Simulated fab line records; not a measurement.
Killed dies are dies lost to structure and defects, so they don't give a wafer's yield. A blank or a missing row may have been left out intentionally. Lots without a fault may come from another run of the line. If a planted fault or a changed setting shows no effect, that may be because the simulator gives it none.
Chamber matching || flow nand harc || NHARC_P_GATE_DEP_103 on pecvd-02 has 3 sister chambers
The step deposits SiON, target thk 30 nm. 6 wafers are shown with their chamber, then 8 later ones without.

WAFERS PAIRED WITH THEIR CHAMBERS
{"wafer": "L327.1", "chamber": 0, "heater power w (W)": 752}
{"wafer": "L329.1", "chamber": 0, "heater power w (W)": 807}
{"wafer": "L335.1", "chamber": 1, "heater power w (W)": 904}
{"wafer": "L340.5", "chamber": 2, "heater power w (W)": 632}
{"wafer": "L340.6", "chamber": 1, "heater power w (W)": 902}
{"wafer": "L341.1", "chamber": 2, "heater power w (W)": 751}

WAFERS MISSING THEIR CHAMBER
{"wafer": "L341.5", "heater power w (W)": 1044}
{"wafer": "L341.6", "heater power w (W)": 609}
{"wafer": "L345.1", "heater power w (W)": 727}
{"wafer": "L345.3", "heater power w (W)": 733}
{"wafer": "L345.6", "heater power w (W)": 716}
{"wafer": "L346.1", "heater power w (W)": 1028}
{"wafer": "L346.2", "heater power w (W)": 702}
{"wafer": "L346.6", "heater power w (W)": 709}

EACH ONE'S CHAMBER
{"wafer": "L341.5", "from the rows above": 1, "in truth": 1}
{"wafer": "L341.6", "from the rows above": "can't be placed: 2 or 0", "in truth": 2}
{"wafer": "L345.1", "from the rows above": "can't be placed: 2 or 0", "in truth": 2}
{"wafer": "L345.3", "from the rows above": "can't be placed: 2 or 0", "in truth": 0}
{"wafer": "L345.6", "from the rows above": "can't be placed: 2 or 0", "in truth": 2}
{"wafer": "L346.1", "from the rows above": 1, "in truth": 1}
{"wafer": "L346.2", "from the rows above": "can't be placed: 2 or 0", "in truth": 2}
{"wafer": "L346.6", "from the rows above": "can't be placed: 2 or 0", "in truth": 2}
2 of 8 placed correctly. From these rows, 6 cannot be placed; in 6 the true chamber is one of the candidates. Placed wrongly: 0.
How it was worked out, from the rows above alone: a wafer's distance from a chamber is the root of the sum, over the readings, of the square of ((its reading less the chamber's mean) divided by the reading's scatter). The wafer belongs to the nearest chamber; if the next one is less than 2 further off, it can't be placed. A chamber's mean is the mean of its shown wafers. The scatter is the square root of a quotient: the sum, over the shown wafers, of each reading's squared deviation from its chamber's mean, divided by wafers minus chambers.
